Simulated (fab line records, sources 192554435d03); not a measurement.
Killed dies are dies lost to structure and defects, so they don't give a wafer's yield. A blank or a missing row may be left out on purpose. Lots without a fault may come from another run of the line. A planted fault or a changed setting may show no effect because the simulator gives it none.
Problem report in the 8D (eight disciplines) form, filled by code | flow n5_finfet | the parts of the form that need people (team, actions taken, sign-off) are left out

1. THE PROBLEM
trench_depth_nm at N5_BEOL_M3_OCD_MEAS_38 reads a mean of 1.4 nm on 3 wafers of 3 lots; wafers without a fault read 55.4 nm with a standard deviation of 1.1. That is -49 standard deviations from the usual mean.
First seen on wafer L570.6, day 9 09:02, on ocd-02. The record holds 23 wafers of 8 lots with a number at this step. Rule for "out", or "out of limits": more than 4 standard deviations from the usual mean. The other wafers with a number count as sound.

2. WHAT IT IS AND WHAT IT IS NOT
question                    | is                     | is not
which readings at this step | trench_depth_nm        | -
which lots                  | L570, L572, L573       | L566, L579, L581, L582, L584
which wafers of those lots  | L570.6, L572.5, L573.6 | L570.1, L572.2, L572.4, L573.1, L573.2
read on which gauges        | ocd-01, ocd-02         | -
when                        | from day 9 09:02       | up to then (4 sound wafers); but 16 sound wafers of L572, L573, L579, L581, L582, L584 came after

3. SUSPECTS, AND WHAT RULES EACH OUT
Counting: a tool at a process step up to the reading stays a suspect if it ran every lot that is out. Sound lots after the first of them don't rule it out here, since some wafers of a struck lot are sound.
- the gauge at N5_BEOL_M3_OCD_MEAS_38: ruled out. The wafers that are out were read on 2 gauges (ocd-01, ocd-02).
- pvd_sputter-03 at N5_BEOL_M3_HM_DEP_02 (deposits TiN, target thk 20 nm): kept. It ran every lot that is out, first L570 (day 9 05:11); its last sound lot up to then is L566 (day 8 04:46).
- rie_diel-02 at N5_BEOL_M3_ETCHBACK_99 (etches SiO2 in CHF3, target depth 5 nm, time 10.4 s): kept. It ran every lot that is out, first L570 (day 9 08:39); its last sound lot up to then is L566 (day 8 07:56). Its own readings are out on those wafers: oes_product_au.
Left after counting: pvd_sputter-03 at N5_BEOL_M3_HM_DEP_02, rie_diel-02 at N5_BEOL_M3_ETCHBACK_99.

4. THE CAUSE (what the simulator had put in)
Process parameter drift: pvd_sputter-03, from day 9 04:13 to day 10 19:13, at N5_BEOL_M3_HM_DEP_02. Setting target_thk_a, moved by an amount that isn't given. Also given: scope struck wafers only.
Counting left 2 suspects, and this tool is among them.

5. THE CHAIN OF EFFECTS, in route order
Each row: a reading whose mean over the struck wafers that have a number lies more than 3 standard deviations from the usual. Only readings for which the record gives a usual standard deviation are gone through. hours: the time from each lot's start at the first step in this table that gives one to its start at this step, as a median over the lots. sigmas: the change in usual standard deviations.
hours | step                    | reading              | usual     | on struck wafers | change | sigmas
0     | N5_BEOL_M3_ETCHBACK_99  | oes_product_au       | 0.79 a.u. | 0.34             | -0.45  | -5.5
0     | N5_BEOL_M3_OCD_MEAS_38  | trench_depth_nm      | 55.4 nm   | 1.4              | -54.0  | -49
115   | N5_PASSIVATION_PROBE_49 | defect_limited_yield | 91.3 %    | 1.2              | -90.1  | -53
115   | N5_PASSIVATION_PROBE_49 | killed_at_M0_to_M3   | 33        | 1096             | +1063  | +99 or more
115   | N5_PASSIVATION_PROBE_49 | killed_dies          | 103       | 1166             | +1063  | +53
115   | N5_PASSIVATION_PROBE_49 | killed_on_rim        | 13        | 144              | +131   | +33
115   | N5_PASSIVATION_PROBE_49 | sort_bin_5_function  | 5.1 %     | 95.5             | +90.4  | +82
115   | N5_PASSIVATION_PROBE_49 | sort_n_pass          | 1077      | 14               | -1063  | -51
115   | N5_PASSIVATION_PROBE_49 | sort_yield_pct       | 91.2 %    | 1.2              | -90.0  | -53
The process steps in it:
- N5_BEOL_M3_ETCHBACK_99: etches SiO2 in CHF3, target depth 5 nm, time 10.4 s.
- N5_PASSIVATION_PROBE_49
Readings that are blank on the struck wafers while sound wafers have them: cd_nm at N5_BEOL_M3_CD_MEAS_35; M3_THK at N5_BEOL_M3_THK_MEAS_53.

6. WHAT WOULD HAVE CAUGHT IT SOONER
In this record the first reading out of limits at a measuring or inspecting step was taken at day 9 09:02, 5 hours after the fault began at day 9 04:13.
Of the tool readings at N5_BEOL_M3_HM_DEP_02 for which the record gives a usual standard deviation, none was out on any struck wafer, so an alarm limit of 4 standard deviations on them would not have fired.
Of the lots that are out (3), L572, L573 began N5_BEOL_M3_HM_DEP_02 on pvd_sputter-03 after day 9 09:02. A hold on the tool at that time would have spared those 2.
